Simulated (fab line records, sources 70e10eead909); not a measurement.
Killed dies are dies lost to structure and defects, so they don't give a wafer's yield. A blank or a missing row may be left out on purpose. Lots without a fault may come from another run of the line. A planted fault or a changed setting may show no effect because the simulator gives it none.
fab line records | flow nand_harc
record lots=24 wafers=72 last_day=32
route steps=1302 shown A_STAIRCASE@870 A_SGD_CUT@902 A_SLIT@939 A_WL_FILL@968 A_CONTACT@1007
lots that met no fault: from a run of the same line without faults
start_h: hours from the record's first day to the start of the lot's first wafer shown | wait_h: hours since the lot's step before | " the same as in the row above | L1.1+2: a row that stands for several wafers | - no value, or no start given | * or withheld: withheld | < > ~ a bound
route shown NAME@n: a module of which the file shows steps, and the number in the route of the first | usual: mean/standard deviation of fault-free wafers | same: alike in all rows | chamber/n: place in a boat | sites: the reading at each site | _std_site: their standard deviation | _edge_site: outer sites' mean less inner sites' | radius_mm: how far each site lies from the wafer's centre | mask NAME#n: copy n | behind: the tool/chamber that last shaped the wafer | hold: why the lot was held/for how many hours/how that ended | device: the transistor (n, p or np) that didn't switch | end of line: the same wafers' tests at the end of the route | a step without rows: its recipe alone | killed: dies lost to structure and defects at the first sort, not the wafer's yield | map: a wafer's dies, x killed, . not, _ none there
set.NAME: the setting as run; set.NAME@STEP: as run at that earlier step | model.NAME: the simulator's own value behind a step, which no gauge read
steps of the route over a sample of lots; a table a step, a row a wafer
services: from which hour (start_h, from the record's first day; less than 0 if before it) a tool's chamber was out of use, for how many hours, and why
## steps
# step NHARC_A_STAIRCASE_ETCH_444
# recipe target_depth_a=2.04e+05 time_s=6800 c4f8_flow_sccm=20 o2_flow_sccm=10 ar_flow_sccm=withheld rf_w=600 bias_w=1000 chemistry=C4F8/O2
# usual oes_product_au=0.939/0.02 rf_fwd_power_W=599.9/1.7 rf_vpp_V=807/6.1
# columns lot.wafer tool chamber start_h wait_h oes_product_au rf_fwd_power_W rf_hours_counter_h rf_vpp_V
L075.2 rie_diel-06 3 441.28 1.0 0.930 598.6 40 799
L075.5 " 1 " " 0.927 598.4 - 799
L075.6 " 2 " " 0.931 599.8 - 803
L074.4 rie_diel-06 2 446.23 3.0 0.935 600.3 46 804
L074.2 " 3 " " 0.930 597.6 46 799
L074.3 " 0 " " 0.919 598.2 43 799
L076.3 rie_diel-01 3 449.38 0.8 0.911 599.6 21 805
L076.2 " 1 " " 0.921 600.1 20 815
L076.6 " 2 " " 0.938 598.9 - 813
L077.4 rie_diel-06 3 459.30 0.1 0.934 601.6 52 799
L077.2 " 1 " " 0.940 596.7 48 798
L077.3 " 2 " " 0.943 599.8 53 804
L079.3 rie_diel-11 3 460.41 1.0 0.986 597.0 7 805
L079.1 " 0 " " 1.007 600.3 7 803
L079.6 " 2 " " 0.946 600.1 - 806
L078.4 rie_diel-11 0 470.25 0.6 0.967 601.5 9 803
L078.3 " 1 " " 0.921 604.3 6 815
L078.6 " 0 472.15 2.4 0.962 599.7 - 805
L080.3 rie_diel-11 3 488.78 0.1 0.940 597.7 18 805
L080.2 " 1 " " 0.948 598.4 13 814
L080.5 " 3 " " 0.942 597.9 - 805
L081.3 rie_diel-01 3 489.58 1.0 0.918 600.9 36 806
L081.1 " 0 " " 0.951 599.0 30 812
L081.5 " 2 " " 0.931 598.9 - 813
L082.4 rie_diel-01 1 509.75 0.5 0.921 602.2 44 815
L082.2 " 2 " " 0.934 597.4 39 813
L082.5 " 0 " " 0.959 595.5 - 810
L084.4 rie_diel-06 1 526.50 0.1 0.956 596.4 11 817
L084.1 " 3 " " 0.965 597.8 9 816
L084.3 " 0 " " 0.943 600.9 9 800
L083.4 rie_diel-11 0 526.95 0.5 0.945 597.9 28 806
L083.1 " 1 " " 0.899 601.5 21 815
L083.3 " 2 " " 0.908 598.8 27 804
L085.3 rie_diel-06 1 537.65 1.0 0.967 602.7 17 816
L085.5 " 3 " " 0.985 599.0 - 816
L085.6 " 0 " " 0.944 599.7 - 801
L086.1 rie_diel-01 0 551.94 0.1 0.934 599.9 53 813
L086.4 " 3 553.37 1.5 0.925 598.4 57 804
L086.6 " 0 " " 0.931 597.7 - 810
L087.1 rie_diel-06 1 553.01 1.3 0.935 598.5 22 816
L087.4 " 2 " " 0.965 599.8 - 804
L087.6 " 1 554.88 3.2 0.942 603.2 - 815
L088.1 rie_diel-06 3 567.58 0.5 0.949 602.6 20 815
L088.4 " 0 " " 0.908 603.2 28 799
L088.6 " 3 569.45 2.4 0.944 601.4 - 815
L089.4 rie_diel-01 2 578.70 1.5 0.975 601.4 2 812
L089.6 " 3 " " 0.973 597.3 - 804
L089.5 " 0 " " 0.952 601.2 - 810
L090.3 rie_diel-06 2 590.20 1.3 0.945 597.4 41 804
L090.4 " 0 591.47 2.6 0.920 603.2 - 797
L090.5 " 2 " " 0.948 601.2 - 805
L092.1 rie_diel-11 0 605.48 0.5 0.939 604.3 56 804
L092.3 " 1 " " 0.909 601.1 47 814
L092.5 " 3 " " 0.937 601.0 - 803
L091.3 rie_diel-06 2 605.70 1.0 0.938 598.3 47 804
L091.4 " 3 " " 0.941 602.5 36 815
L091.5 " 1 " " 0.928 598.3 - 814
L093.3 rie_diel-06 3 624.69 0.5 0.948 601.0 41 815
L093.2 " 1 " " 0.922 599.6 44 815
L093.6 " 3 " " 0.944 600.0 - 817
L095.3 rie_diel-11 3 628.57 0.2 0.968 599.5 2 803
L095.2 " 0 " " 0.943 598.5 2 804
L095.5 " 3 630.45 2.1 0.979 601.1 - 803
L094.3 rie_diel-06 0 629.11 0.4 0.905 600.5 52 799
L094.1 " 1 " " 0.910 603.2 46 815
L094.4 " 2 " " 0.941 599.7 56 803
L096.3 rie_diel-01 1 630.01 1.5 0.924 598.8 17 815
L096.6 " 2 " " 0.945 599.5 - 815
L096.5 " 3 " " 0.930 602.3 - 804
L097.3 rie_diel-06 2 646.62 0.1 0.937 601.5 61 805
L097.4 " 3 " " 0.945 599.9 49 814
L097.1 " 1 " " 0.916 599.8 54 815
# step NHARC_A_STAIRCASE_STRIP_475
# recipe time_s=20 o2_flow_sccm=500 ar_flow_sccm=0 bias_w=0 chemistry=O2
# usual drypump_motor_current_A=5.6/0.53 oes_product_au=1.002/0.016 rf_vpp_V=57.8/0.91 showerhead_plenum_p_Torr=3.58/0.17 throttle_valve_pct=17.037/0.009
# columns lot.wafer tool chamber start_h wait_h drypump_motor_current_A oes_product_au rf_hours_counter_h rf_vpp_V showerhead_plenum_p_Torr throttle_valve_pct
L075.2 rie_diel-11 0 446.67 0.2 4.7 1.022 1 58.1 3.46 17.045
L075.5 " 0 " " 4.7 1.023 - 57.3 3.46 17.043
L075.6 " 2 " " 5.9 0.995 - 58.5 3.51 17.045
L074.3 rie_diel-06 2 - - 5.5 1.014 50 57.1 3.47 17.036
L074.4 " 0 " " 5.8 1.006 45 57.0 3.31 17.040
L074.2 " 1 " " 6.0 1.003 45 58.6 3.28 17.036
L076.2 rie_diel-11 1 - - 4.9 0.977 0 58.1 3.81 17.057
L076.3 " 2 " " 5.9 0.988 5 58.9 3.51 17.025
L076.6 " 2 " " 5.9 0.990 - 57.6 3.51 17.044
L077.2 rie_diel-11 0 - - 4.7 1.021 8 57.5 3.46 17.038
L077.3 " 1 " " 4.9 0.974 5 57.6 3.81 17.042
L077.4 " 2 " " 5.9 0.978 10 56.4 3.50 17.026
L079.3 rie_diel-01 3 465.78 0.2 5.8 1.001 29 57.7 3.48 17.045
L079.1 " 0 " " 5.8 1.026 23 58.4 3.64 17.038
L079.6 " 1 " " 5.3 1.006 - 58.1 3.79 17.044
L078.3 rie_diel-01 2 - - 6.7 1.003 27 58.2 3.73 17.046
L078.4 " 1 " " 5.3 0.997 31 58.2 3.79 17.052
L078.6 " 3 " " 5.7 0.985 - 57.3 3.48 17.048
L081.1 rie_diel-01 0 - - 5.8 1.017 31 59.0 3.64 17.053
L081.3 " 1 " " 5.3 0.991 39 57.1 3.79 17.031
L081.5 " 3 " " 5.7 0.978 - 56.4 3.48 17.028
L080.2 rie_diel-11 2 - - 5.9 0.978 20 58.6 3.50 17.053
L080.3 " 3 " " 5.5 1.004 23 57.2 3.45 17.047
L080.5 " 1 " " 4.9 0.993 - 59.3 3.80 17.037
L082.4 rie_diel-11 2 - - 5.9 0.977 24 58.4 3.50 17.010
L082.2 " 3 " " 5.5 1.012 27 57.2 3.44 17.042
L082.5 " 1 " " 4.9 0.970 - 57.0 3.80 17.024
L083.3 rie_diel-01 1 - - 5.2 0.992 53 60.0 3.78 17.037
L083.1 " 2 " " 6.7 1.014 46 58.6 3.72 17.050
L083.4 " 0 " " 5.8 1.006 46 58.3 3.63 17.028
L084.1 rie_diel-11 0 - - 4.7 1.022 31 57.0 3.45 17.032
L084.4 " 1 " " 4.9 0.983 22 57.0 3.80 17.035
L084.3 " 2 " " 6.0 1.006 28 59.2 3.49 17.037
L085.3 rie_diel-01 2 - - 6.7 0.988 50 58.6 3.72 17.040
L085.5 " 0 " " 5.8 1.003 - 58.4 3.63 17.037
L085.6 " 1 " " 5.2 0.991 - 58.7 3.78 17.054
L086.1 rie_diel-01 3 - - 5.7 1.002 59 57.5 3.46 17.031
L086.4 " 0 " " 5.8 1.014 56 58.1 3.62 17.030
L086.6 " 0 " " 5.8 1.010 - 57.6 3.62 17.040
L087.1 rie_diel-01 3 - - 5.7 1.001 59 57.9 3.46 17.028
L087.4 " 1 " " 5.2 0.995 63 56.9 3.77 17.042
L087.6 " 2 " " 6.7 1.002 - 59.4 3.71 17.040
L088.1 rie_diel-06 0 - - 5.7 0.969 30 56.8 3.29 17.032
L088.4 " 3 " " 5.8 1.013 24 58.7 3.79 17.031
L088.6 " 1 " " 6.0 1.004 - 56.4 3.79 17.036
L089.4 rie_diel-01 0 - - 5.8 0.998 6 57.9 3.62 17.058
L089.5 " 2 " " 6.8 1.019 - 57.9 3.71 17.028
L089.6 " 3 " " 5.7 1.006 - 56.8 3.46 17.033
L090.3 rie_diel-06 1 596.32 0.2 6.0 0.998 35 58.9 3.79 17.024
L090.4 " 2 " " 5.6 1.009 - 57.2 3.44 17.016
L090.5 " 0 " " 5.8 0.983 - 55.9 3.29 17.036
L091.3 rie_diel-06 0 - - 5.8 0.989 47 56.9 3.28 17.034
L091.4 " 2 " " 5.6 1.020 48 56.7 3.44 17.032
L091.5 " 1 " " 6.0 0.998 - 58.3 3.78 17.030
L092.3 rie_diel-06 3 - - 5.7 1.032 37 56.2 3.79 17.043
L092.1 " 1 " " 6.0 1.016 41 58.7 3.78 17.043
L092.5 " 3 " " 5.7 1.032 - 58.9 3.79 17.041
L093.3 rie_diel-01 3 - - 5.7 1.003 25 57.7 3.45 17.029
L093.2 " 0 " " 5.8 0.998 23 58.3 3.61 17.021
L093.6 " 2 " " 6.7 0.990 - 56.5 3.70 17.026
L095.2 rie_diel-06 2 - - 5.5 1.033 58 58.0 3.43 17.040
L095.3 " 0 " " 5.8 0.992 56 56.8 3.28 17.048
L095.5 " 2 " " 5.5 1.019 - 56.9 3.43 17.046
L096.3 rie_diel-11 2 - - 5.9 1.015 5 57.0 3.48 17.032
L096.6 " 0 " " 4.7 1.021 - 58.6 3.43 17.050
L096.5 " 1 " " 4.9 0.999 - 58.0 3.78 17.030
L094.1 rie_diel-06 0 - - 5.7 0.977 56 56.2 3.28 17.035
L094.4 " 1 " " 6.0 0.984 50 58.0 3.78 17.039
L094.3 " 3 " " 5.8 1.016 46 57.9 3.78 17.042
L097.3 rie_diel-11 1 - - 4.9 0.995 7 58.5 3.78 17.035
L097.1 " 3 " " 5.5 1.018 11 57.5 3.42 17.039
L097.4 " 0 " " 4.7 1.008 10 57.0 3.42 17.038
# step NHARC_A_SGD_CUT_OVL_MEAS_10
# usual overlay_x_nm=-0.1/0.63 overlay_y_nm=-0.3/0.86
# columns lot.wafer tool chamber start_h wait_h overlay_x_nm overlay_y_nm
L075.2 overlay-01 - 448.26 - 0.0 1.1
L075.5 " - " " 0.0 1.1
L075.6 " - " " -0.3 1.3
L074.2 overlay-01 - 454.09 - -0.8 -0.5
L074.3 " - " " -1.6 0.4
L074.4 " - " " -0.9 0.2
L076.2 overlay-01 - 457.59 - -0.3 -0.9
L076.3 " - " " -0.1 -1.5
L076.6 " - " " -0.8 -1.3
L077.2 overlay-02 - 467.22 - 0.8 -0.6
L077.3 " - " " 0.9 -0.4
L077.4 " - " " 0.6 -0.1
L079.1 overlay-02 - 467.39 - 0.1 -2.2
L079.3 " - " " 0.1 -2.4
L079.6 " - " " -0.4 -1.8
L078.3 overlay-02 - 477.64 - 0.7 0.0
L078.4 " - " " 0.1 0.8
L078.6 " - " " 0.4 0.3
L081.1 overlay-02 - 496.55 - -1.1 -1.5
L081.3 " - " " -0.6 -2.1
L081.5 " - " " -0.6 -1.5
L080.2 overlay-01 - 496.71 - 0.7 -0.5
L080.3 " - " " 0.3 0.3
L080.5 " - " " 0.5 -0.3
L082.2 overlay-01 - 516.99 - -1.0 -0.8
L082.4 " - " " -0.8 -0.8
L082.5 " - " " -1.0 -0.8
L083.1 overlay-01 - 534.37 - -1.0 0.6
L083.3 " - " " -0.7 0.8
L083.4 " - " " -0.4 0.7
L084.1 overlay-02 - 534.52 - -0.3 0.7
L084.3 " - " " 0.1 0.1
L084.4 " - " " 0.3 0.9
L085.3 overlay-02 - 545.31 - 1.0 -1.0
L085.5 " - " " 1.4 -1.4
L085.6 " - " " 1.0 -1.1
L086.1 overlay-02 - 559.82 - 0.7 -0.2
L086.4 " - " " 1.2 -0.3
L086.6 " - " " 0.9 0.6
L087.1 overlay-02 - 560.53 - -0.9 -0.6
L087.4 " - " " -0.8 -0.7
L087.6 " - " " -0.8 -0.5
L088.1 overlay-02 - 574.81 - 0.5 -0.3
L088.4 " - " " -0.4 -0.6
L088.6 " - " " 0.0 -1.1
L089.4 overlay-02 - 585.20 - 0.3 -0.2
L089.5 " - " " 0.4 -0.6
L089.6 " - " " 0.1 -1.0
L090.3 overlay-01 - 598.36 - -1.0 -0.3
L090.4 " - " " -0.1 -0.4
L090.5 " - " " 0.5 -0.1
L091.3 overlay-02 - 612.69 - -0.3 -0.4
L091.4 " - " " 0.1 -0.2
L091.5 " - " " 0.0 -0.4
L092.1 overlay-02 - 613.29 - -0.9 1.0
L092.3 " - " " -1.1 0.7
L092.5 " - " " -0.8 1.1
L093.2 overlay-01 - 633.55 - -0.3 -1.5
L093.3 " - " " 0.1 -1.2
L093.6 " - " " 0.9 -1.2
L096.3 overlay-01 - 636.42 - -1.1 -0.2
L096.5 " - " " -1.0 -0.7
L096.6 " - " " -0.6 -0.3
L095.2 overlay-02 - 636.60 - -0.4 -0.7
L095.3 " - " " -0.3 -1.1
L095.5 " - " " -0.4 -0.4
L094.1 overlay-01 - 637.19 - -0.3 0.3
L094.3 " - " " -0.2 0.5
L094.4 " - " " -0.6 -0.2
L097.1 overlay-01 - 654.49 - -0.3 0.3
L097.3 " - " " 0.0 0.7
L097.4 " - " " -0.2 0.2
# step NHARC_A_SLIT_ETCH_17
# recipe bias_v=900 source_w=withheld pressure_mtorr=20 ar_flow_sccm=375 c4f8_flow_sccm=83.3 o2_flow_sccm=41.7 time_s=4254.5 target_depth_a=2.03e+05 chemistry=C4F8/O2/Ar
# usual drypump_motor_current_A=6.0/0.45 showerhead_plenum_p_Torr=3.62/0.16 throttle_valve_pct=32.047/0.0092
# columns lot.wafer tool chamber start_h wait_h drypump_motor_current_A rf_hours_counter_h showerhead_plenum_p_Torr throttle_valve_pct
L075.2 har_etch-01 0 463.78 - 6.5 257 3.46 32.039
L075.6 " 1 465.60 - 6.4 - 3.65 32.048
L075.5 " 0 " " 6.5 - 3.46 32.044
L074.2 har_etch-02 0 468.04 - 5.5 43 3.61 32.047
L074.4 " 0 469.27 - 5.5 - 3.61 32.048
L074.3 " 1 " " 5.6 - 3.92 32.050
L076.2 har_etch-02 1 472.40 - 5.6 46 3.91 32.054
L076.3 " 1 473.59 - 5.6 - 3.91 32.051
L076.6 " 0 475.38 - 5.5 - 3.60 32.046
L079.1 har_etch-01 1 482.86 - 6.4 268 3.64 32.046
L079.3 " 0 " " 6.5 - 3.46 32.034
L079.6 " 0 484.66 - 6.5 - 3.46 32.053
L077.2 har_etch-02 1 484.54 - 5.6 58 3.91 32.042
L077.3 " 1 485.75 - 5.6 - 3.91 32.051
L077.4 " 0 " " 5.5 - 3.60 32.045
L078.4 har_etch-01 0 493.95 - 6.5 - 3.45 32.055
L078.3 " 1 " " 6.4 - 3.64 32.031
L078.6 " 1 495.75 - 6.4 - 3.64 32.054
L081.1 har_etch-02 1 515.05 - 5.6 77 3.90 32.022
L081.3 " 1 516.26 - 5.7 - 3.90 32.038
L081.5 " 1 517.47 - 5.6 - 3.90 32.040
L080.2 har_etch-01 1 515.49 - 6.4 291 3.63 32.049
L080.3 " 0 517.32 - 6.5 - 3.45 32.053
L080.5 " 0 518.54 - 6.5 - 3.45 32.039
L082.2 har_etch-02 0 533.04 - 5.5 89 3.58 32.061
L082.4 " 0 534.25 - 5.5 - 3.58 32.036
L082.5 " 1 536.05 - 5.6 - 3.89 32.040
L084.1 har_etch-02 0 548.06 - 5.5 92 3.58 32.043
L084.4 " 1 " " 5.6 - 3.89 32.058
L084.3 " 0 " " 5.5 - 3.58 32.062
L083.1 har_etch-01 0 548.23 - 6.6 307 3.44 32.050
L083.3 " 1 " " 6.4 - 3.62 32.018
L083.4 " 0 " " 6.5 - 3.44 32.057
L085.3 har_etch-01 1 560.48 - 6.4 - 3.62 32.050
L085.6 " 1 561.70 - 6.4 - 3.62 32.053
L085.5 " 0 " " 6.5 - 3.43 32.054
L087.1 har_etch-02 0 575.07 - 5.5 111 3.57 32.036
L087.4 " 0 576.27 - 5.5 - 3.57 32.047
L087.6 " 1 " " 5.6 - 3.88 32.042
L086.1 har_etch-01 0 576.82 - 6.5 326 3.43 32.054
L086.4 " 0 578.02 - 6.5 - 3.43 32.045
L086.6 " 0 579.22 - 6.5 - 3.43 32.065
L088.1 har_etch-02 1 590.64 - 5.6 119 3.87 32.062
L088.4 " 1 591.86 - 5.7 - 3.87 32.056
L088.6 " 1 593.07 - 5.6 - 3.87 32.052
L089.4 har_etch-01 1 603.70 - 6.4 - 3.60 32.058
L089.5 " 1 604.88 - 6.4 - 3.60 32.033
L089.6 " 0 " " 6.6 - 3.42 32.043
L090.4 har_etch-01 1 617.17 - 6.4 - 3.60 32.037
L090.3 " 0 " " 6.5 - 3.42 32.041
L090.5 " 0 618.94 - 6.5 - 3.42 32.057
L092.1 har_etch-02 0 628.11 - 5.5 142 3.55 32.049
L092.3 " 1 " " 5.6 - 3.86 32.052
L092.5 " 1 629.91 - 5.6 - 3.86 32.058
L091.4 har_etch-01 0 629.26 - 6.5 - 3.41 32.064
L091.3 " 1 " " 6.4 - 3.59 32.041
L091.5 " 0 " " 6.6 - 3.41 32.046
L093.2 har_etch-01 1 646.54 - 6.4 364 3.59 32.032
L093.3 " 1 647.73 - 6.4 - 3.59 32.042
L093.6 " 0 649.52 - 6.6 - 3.41 32.039
L096.3 har_etch-02 1 650.00 - 5.7 - 3.85 32.037
L096.5 " 0 " " 5.5 - 3.55 32.049
L096.6 " 1 " " 5.6 - 3.85 32.048
L094.1 har_etch-01 1 650.31 - 6.4 367 3.59 32.045
L094.3 " 1 651.52 - 6.4 - 3.59 32.044
L094.4 " 0 " " 6.5 - 3.41 32.047
L095.2 har_etch-02 1 652.60 - 5.6 157 3.85 32.042
L095.3 " 1 653.80 - 5.7 - 3.85 32.031
L095.5 " 1 655.01 - 5.7 - 3.85 32.035
L097.1 har_etch-01 1 672.40 - 6.4 383 3.58 32.057
L097.4 " 1 673.60 - 6.4 - 3.58 32.049
L097.3 " 0 " " 6.5 - 3.40 32.038
# step NHARC_A_WL_FILL_ETCHBACK_17
# recipe target_depth_a=40 time_s=26.7 chemistry=Cl2/BCl3
# usual drypump_motor_current_A=5.91/0.28 oes_product_au=1.003/0.015
# columns lot.wafer tool chamber start_h wait_h drypump_motor_current_A oes_product_au rf_hours_counter_h
L075.2 rie_metal-01 1 485.20 - 5.69 0.993 1.4
L075.6 " 1 " " 5.69 0.985 -
L075.5 " 0 " " 6.23 1.011 -
L074.2 rie_metal-02 1 492.12 - 5.88 1.025 0.7
L074.3 " 1 " " 5.85 1.011 -
L074.4 " 0 " " 5.60 0.987 -
L076.2 rie_metal-03 0 495.86 - 6.44 0.994 2.3
L076.3 " 0 " " 6.44 0.994 -
L076.6 " 1 " " 5.92 1.014 -
L077.2 rie_metal-01 0 506.91 - 6.22 1.024 2.1
L077.4 " 1 " " 5.69 0.991 -
L077.3 " 0 " " 6.22 1.028 -
L079.1 rie_metal-02 1 507.03 - 5.86 1.008 1.2
L079.3 " 0 " " 5.60 1.002 -
L079.6 " 1 " " 5.85 1.021 -
L078.3 rie_metal-01 0 516.16 - 6.23 1.034 -
L078.4 " 1 " " 5.70 0.990 -
L078.6 " 1 " " 5.71 0.994 -
L081.1 rie_metal-03 1 541.57 - 5.85 1.017 0
L081.3 " 0 " " 6.40 0.982 -
L081.5 " 0 " " 6.43 0.981 -
L080.2 rie_metal-02 0 542.79 - 5.60 1.007 1.7
L080.3 " 1 " " 5.87 1.013 -
L080.5 " 0 " " 5.60 1.006 -
L082.2 rie_metal-03 0 557.82 - 6.39 0.986 0.1
L082.4 " 1 " " 5.88 1.026 -
L082.5 " 1 " " 5.86 1.022 -
L084.1 rie_metal-02 1 571.03 - 5.84 1.004 2.2
L084.4 " 0 " " 5.60 0.996 -
L084.3 " 1 " " 5.87 1.004 -
L083.1 rie_metal-01 1 571.09 - 5.67 0.974 3.4
L083.3 " 0 " " 6.21 1.013 -
L083.4 " 1 " " 5.70 0.980 -
L085.3 rie_metal-03 0 582.89 - 6.42 0.983 -
L085.6 " 0 " " 6.39 0.991 -
L085.5 " 1 " " 5.84 1.024 -
L086.1 rie_metal-01 0 597.99 - 6.21 0.991 0.2
L086.4 " 1 " " 5.68 0.987 -
L086.6 " 0 " " 6.22 0.997 -
L087.1 rie_metal-02 0 598.04 - 5.61 1.007 2.9
L087.4 " 1 " " 5.85 1.011 -
L087.6 " 0 " " 5.60 1.000 -
L088.1 rie_metal-02 0 613.68 - 5.61 1.014 3.0
L088.4 " 0 " " 5.60 1.000 -
L088.6 " 1 " " 5.85 1.001 -
L089.4 rie_metal-01 0 625.60 - 6.24 1.002 -
L089.5 " 1 " " 5.67 0.990 -
L089.6 " 0 " " 6.24 1.002 -
L090.3 rie_metal-01 0 642.62 - 6.24 1.000 -
L090.4 " 1 " " 5.68 0.978 -
L090.5 " 0 " " 6.22 1.003 -
L092.1 rie_metal-02 1 650.79 - 5.87 1.013 0.2
L092.3 " 1 " " 5.87 1.018 -
L092.5 " 0 " " 5.61 1.005 -
L091.4 rie_metal-01 0 650.91 - 6.21 0.987 -
L091.3 " 1 " " 5.68 0.984 -
L091.5 " 0 " " 6.21 0.999 -
L093.2 rie_metal-01 1 669.68 - 5.67 0.984 1.2
L093.3 " 1 " " 5.67 0.999 -
L093.6 " 0 " " 6.21 1.004 -
L094.1 rie_metal-01 0 674.97 - 6.23 1.000 1.2
L094.4 " 0 " " 6.22 1.010 -
L094.3 " 1 " " 5.68 0.994 -
L095.2 rie_metal-03 1 674.97 - 5.85 1.023 3.1
L095.3 " 1 " " 5.86 1.044 -
L095.5 " 1 " " 5.86 1.036 -
L096.3 rie_metal-02 0 675.27 - 5.61 1.009 -
L096.6 " 1 " " 5.85 1.022 -
L096.5 " 0 " " 5.61 0.996 -
L097.1 rie_metal-02 1 695.44 - 5.86 1.014 1.0
L097.4 " 0 " " 5.61 1.000 -
L097.3 " 1 " " 5.83 1.004 -
# step NHARC_A_CONTACT_ETCH_113
# recipe source_w=withheld pressure_mtorr=20 bias_v=3000 time_s=190 target_depth_a=18500 ar_flow_sccm=withheld c4f8_flow_sccm=withheld o2_flow_sccm=withheld chemistry=C4F8/O2/Ar
# columns lot.wafer tool chamber start_h wait_h rf_hours_counter_h
L075.2 har_cap_etch-03 0 499.96 0.1 35
L075.6 " 1 " " -
L075.5 " 0 " " -
L074.2 har_cap_etch-03 1 507.44 0.1 38
L074.4 " 1 " " -
L074.3 " 0 " " -
L076.2 har_cap_etch-03 0 512.49 0.1 40
L076.3 " 0 " " -
L076.6 " 0 " " -
L079.1 har_cap_etch-01 0 521.20 0.1 2
L079.3 " 1 " " -
L079.6 " 1 " " -
L077.2 har_cap_etch-03 0 522.82 0.1 44
L077.3 " 1 " " -
L077.4 " 0 " " -
L078.4 har_cap_etch-01 1 531.58 0.1 -
L078.3 " 0 " " -
L078.6 " 0 " " -
L081.1 har_cap_etch-03 1 556.54 0.1 51
L081.3 " 1 " " -
L081.5 " 1 " " -
L080.2 har_cap_etch-01 1 557.41 0.1 12
L080.3 " 0 " " -
L080.5 " 0 " " -
L082.2 har_cap_etch-01 0 573.55 0.1 14
L082.4 " 0 " " -
L082.5 " 1 " " -
L083.1 har_cap_etch-01 0 585.42 0.1 16
L083.4 " 0 " " -
L083.3 " 1 " " -
L084.1 har_cap_etch-03 1 585.94 0.1 56
L084.4 " 1 " " -
L084.3 " 0 " " -
L085.3 har_cap_etch-02 1 597.81 0.1 -
L085.6 " 1 " " -
L085.5 " 0 " " -
L087.1 har_cap_etch-01 1 612.83 0.1 22
L087.4 " 1 " " -
L087.6 " 1 " " -
L086.1 har_cap_etch-03 1 614.74 0.1 62
L086.4 " 1 " " -
L086.6 " 0 " " -
L088.1 har_cap_etch-02 1 632.25 0.1 112
L088.4 " 0 " " -
L088.6 " 1 " " -
L089.4 har_cap_etch-01 0 640.68 0.1 -
L089.5 " 1 " " -
L089.6 " 0 " " -
L090.4 har_cap_etch-02 1 657.39 0.1 -
L090.3 " 0 " " -
L090.5 " 0 " " -
L092.1 har_cap_etch-01 0 665.20 0.1 31
L092.3 " 0 " " -
L092.5 " 0 " " -
L091.3 har_cap_etch-02 1 667.28 0.1 -
L091.4 " 0 " " -
L091.5 " 0 " " -
L093.2 har_cap_etch-01 1 684.10 0.1 35
L093.3 " 0 " " -
L093.6 " 1 " " -
L095.2 har_cap_etch-02 0 691.90 0.1 124
L095.3 " 0 " " -
L095.5 " 0 " " -
L094.1 har_cap_etch-01 1 692.21 0.1 37
L094.4 " 1 " " -
L094.3 " 0 " " -
L096.3 har_cap_etch-03 1 693.43 0.1 -
L096.5 " 1 " " -
L096.6 " 0 " " -
L097.1 har_cap_etch-03 0 709.57 0.1 78
L097.4 " 0 " " -
L097.3 " 1 " " -
## services
# columns tool chamber start_h hours kind
rie_diel-11 - 434.35 9.0 pm
rie_diel-01 0 441.28 19.2 repair
rie_metal-02 - 454.00 9.0 pm
rie_diel-01 2 464.25 5.7 repair
rie_diel-06 0 471.24 7.3 repair
rie_diel-06 - 484.20 9.0 pm
rie_metal-03 0 484.82 1.9 repair
har_cap_etch-01 - 497.00 17.0 pm
rie_metal-02 - 513.79 3.3 repair
rie_metal-03 - 519.00 9.0 pm
rie_diel-01 - 559.14 9.0 pm
rie_metal-03 0 565.28 2.1 repair
rie_metal-01 - 575.00 9.0 pm
rie_diel-11 - 611.35 9.0 pm
rie_metal-03 - 627.29 0.9 repair
har_cap_etch-02 - 629.71 0.5 repair
rie_metal-02 - 631.00 9.0 pm
rie_diel-01 3 649.53 15.0 repair
rie_diel-06 0 656.49 11.0 repair
rie_diel-06 - 662.55 9.0 pm
rie_diel-01 0 670.29 4.2 repair
rie_diel-11 3 671.47 6.9 repair
rie_metal-02 1 687.44 3.8 repair
rie_metal-01 - 700.09 1.0 repair
## key
fault none
